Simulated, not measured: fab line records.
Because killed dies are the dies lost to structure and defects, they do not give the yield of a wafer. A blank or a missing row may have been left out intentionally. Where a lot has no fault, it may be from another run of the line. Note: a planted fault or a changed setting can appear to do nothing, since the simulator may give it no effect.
The tool behind it: which one?    flow n5-finfet    30 wafers sampled from 10 lots at 1 step of a route of 1938

== WHAT THE GAUGES READ, wafer by wafer ==
N5_BEOL_M4_RC_MEAS_101. Usual: DIBL_N 35.9 mV/V, standard deviation 1.8; DIBL_P 36.2 mV/V, standard deviation 2; IOFF_N 0.16 nA/um, standard deviation 0.031; IOFF_P 0.22 nA/um, standard deviation 0.041; ION_N 676 uA/um, standard deviation 11; ION_P 465 uA/um, standard deviation 8.5; SS_N 71.4 mV/dec, standard deviation 0.64; SS_P 73.2 mV/dec, standard deviation 0.7; VT_N 250 mV, standard deviation 3.5; VT_P -250 mV, standard deviation 3.9.
lot   measured      on         DIBL_N (mV/V)   DIBL_P (mV/V)   IOFF_N (nA/um)  IOFF_P (nA/um)  ION_N (uA/um)  ION_P (uA/um)  SS_N (mV/dec)   SS_P (mV/dec)   VT_N (mV)    VT_P (mV)       flag
L655  day 8 04:22   prober-02  35.3 34.0 35.9  37.7 35.3 37.8  0.15 0.13 0.16  0.21 0.18 0.22  681 657 688    472 456 467    70.8 70.9 70.8  73.5 73.1 73.5  250 253 251  -250 -252 -249  
L658  day 9 03:10   prober-01  36.8 36.2 34.8  36.1 35.4 34.8  0.18 0.15 0.15  0.25 0.24 0.23  681 673 678    471 474 472    72.3 71.4 71.2  73.8 74.1 73.0  249 250 249  -244 -245 -247  
L660  day 9 11:10   prober-02  36.7 38.2 37.1  36.8 39.8 37.2  0.15 0.19 0.15  0.18 0.24 0.20  670 684 666    456 464 458    70.9 71.9 70.8  73.6 73.7 73.7  252 248 251  -256 -250 -253  
L664  day 10 22:18  prober-01  36.8 37.4 38.1  36.0 37.1 37.7  0.13 0.16 0.18  0.19 0.21 0.24  653 679 680    450 465 473    72.2 71.1 72.2  72.7 73.3 73.7  256 248 249  -252 -253 -250  
L665  day 11 02:14  prober-01  36.9 35.8 37.7  35.8 34.5 36.8  0.16 0.14 0.17  0.21 0.19 0.23  675 665 680    461 453 463    72.6 71.9 71.8  73.1 73.6 73.5  249 251 249  -250 -252 -247  
L668  day 11 17:22  prober-01  37.3 35.6 34.1  37.5 35.1 34.6  0.20 0.16 0.15  0.28 0.22 0.23  706 682 679    476 470 469    71.2 70.9 70.5  74.2 73.6 73.6  243 246 250  -247 -251 -245  
L671  day 12 05:52  prober-01  37.3 36.9 38.6  38.5 37.9 39.0  0.21 0.20 0.22  0.24 0.23 0.24  689 689 691    464 468 463    72.4 71.9 71.9  74.3 74.2 74.4  245 244 246  -249 -251 -250  
L672  day 12 20:40  prober-02  36.1 42.1 37.3  35.7 43.3 37.6  0.13 0.29 0.16  0.20 0.37 0.25  661 712 677    461 481 469    70.1 71.9 70.5  73.6 74.9 74.3  252 239 250  -250 -239 -246  
L673  day 13 02:40  prober-01  38.3 38.3 37.5  40.2 39.0 37.9  0.22 0.20 0.18  0.28 0.26 0.24  679 685 678    470 476 464    72.5 72.2 72.2  74.3 73.0 73.7  247 246 248  -245 -246 -247  
L674  day 13 04:31  prober-01  36.6 37.2 38.2  37.1 37.5 39.3  0.16 0.16 0.21  0.25 0.26 0.30  684 673 702    476 470 484    71.8 71.3 71.5  72.6 73.7 73.6  248 251 244  -247 -247 -246  

== EACH LOT AND THE TOOL THAT RAN IT (in order: tool; ch and the chambers of the sampled wafers; start) ==
Before these readings, the record contains no process step.

== AS READ BY THE TOOLS THEMSELVES (means over the sampled wafers that have a number; for cases with no such wafer, the mark the record gives instead) ==
The record holds no such reading with a usual standard deviation.

== THE ANSWER, worked out from the rows above alone ==
Rule: a lot counts as off when the mean over its wafers that have a number is more than 3 standard deviations away from the usual mean. A lot without any number at a reading at which 4 lots or more have one is off too. The other lots that the step has rows for count as sound. Order of review: gauges by route order, followed by the tools' own readings, for which a lot's mean as printed above is used. The first step at which some lot is off is used, and at that step the reading that is off furthest; a lot without a number counts as furthest.
No lot is off on any of the readings shown, so nothing can be concluded from this.

== WHAT HAD BEEN PUT IN BY THE SIMULATOR ==
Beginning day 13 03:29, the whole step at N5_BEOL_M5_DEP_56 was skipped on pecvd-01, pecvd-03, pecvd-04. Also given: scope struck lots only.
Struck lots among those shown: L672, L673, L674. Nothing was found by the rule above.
